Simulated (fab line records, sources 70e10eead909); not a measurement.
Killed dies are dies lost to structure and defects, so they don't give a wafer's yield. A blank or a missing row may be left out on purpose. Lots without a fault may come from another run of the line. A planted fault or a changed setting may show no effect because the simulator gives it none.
Chamber matching | flow nand_harc | NHARC_A_STAIRCASE_DEP_151 on pecvd-01: 3 sister chambers
The step deposits SiO2, target thk 3800 nm. 20 wafers are shown with their chamber, then 10 later ones without.

WAFERS WITH THEIR CHAMBER
wafer  | chamber | heater_power_outer_w (W) | heater_power_w (W)
L074.1 | 1       | 414                      | 697
L074.3 | 2       | 517                      | 751
L074.6 | 1       | 320                      | 569
L075.2 | 2       | 518                      | 796
L075.3 | 1       | 331                      | 600
L075.5 | 1       | 318                      | 600
L079.2 | 2       | 469                      | 710
L079.3 | 0       | 446                      | 774
L079.4 | 0       | 390                      | 705
L081.1 | 2       | 502                      | 763
L081.3 | 0       | 504                      | 871
L081.5 | 1       | 325                      | 594
L084.3 | 1       | 408                      | 699
L084.4 | 2       | 418                      | 648
L084.6 | 1       | 313                      | 588
L085.1 | 1       | 414                      | 692
L085.2 | 0       | 398                      | 717
L085.4 | 1       | 314                      | 587
L088.2 | 0       | 503                      | 876
L088.4 | 0       | 389                      | 714

SIGNATURES (means of the wafers above)
reading              | chamber 0 | chamber 1 | chamber 2 | scatter within a chamber
heater_power_outer_w | 438.33    | 350.78    | 484.80    | 48
heater_power_w       | 776.17    | 625.11    | 733.60    | 63.1
Rule: a wafer's distance from a chamber is the root of the sum, over the readings, of the square of ((its reading less the chamber's mean) divided by the reading's scatter). The wafer belongs to the nearest chamber; if the next one is less than 2 further off, it can't be placed. The scatter: the root of (the sum of the squares of (reading less its chamber's mean) over the shown wafers, divided by (wafers less chambers)).

WAFERS WITHOUT THEIR CHAMBER
wafer  | heater_power_outer_w (W) | heater_power_w (W)
L088.5 | 414                      | 639
L086.1 | 433                      | 788
L086.3 | 514                      | 751
L086.6 | 416                      | 652
L090.2 | 489                      | 856
L090.5 | 318                      | 585
L090.6 | 415                      | 644
L094.1 | 412                      | 713
L094.2 | 440                      | 754
L094.4 | 320                      | 581

WHICH CHAMBER EACH WENT THROUGH
wafer  | from the rows above          | in truth
L088.5 | can't be placed: 1 or 2 or 0 | 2
L086.1 | can't be placed: 0 or 2      | 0
L086.3 | can't be placed: 2 or 0      | 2
L086.6 | can't be placed: 1 or 2 or 0 | 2
L090.2 | can't be placed: 0 or 2      | 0
L090.5 | 1                            | 1
L090.6 | can't be placed: 1 or 2 or 0 | 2
L094.1 | can't be placed: 0 or 2 or 1 | 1
L094.2 | can't be placed: 0 or 2      | 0
L094.4 | 1                            | 1
Placed correctly: 2 of 10. Can't be placed from these rows: 8 (the true chamber is among the candidates in 8). Placed wrongly: 0.
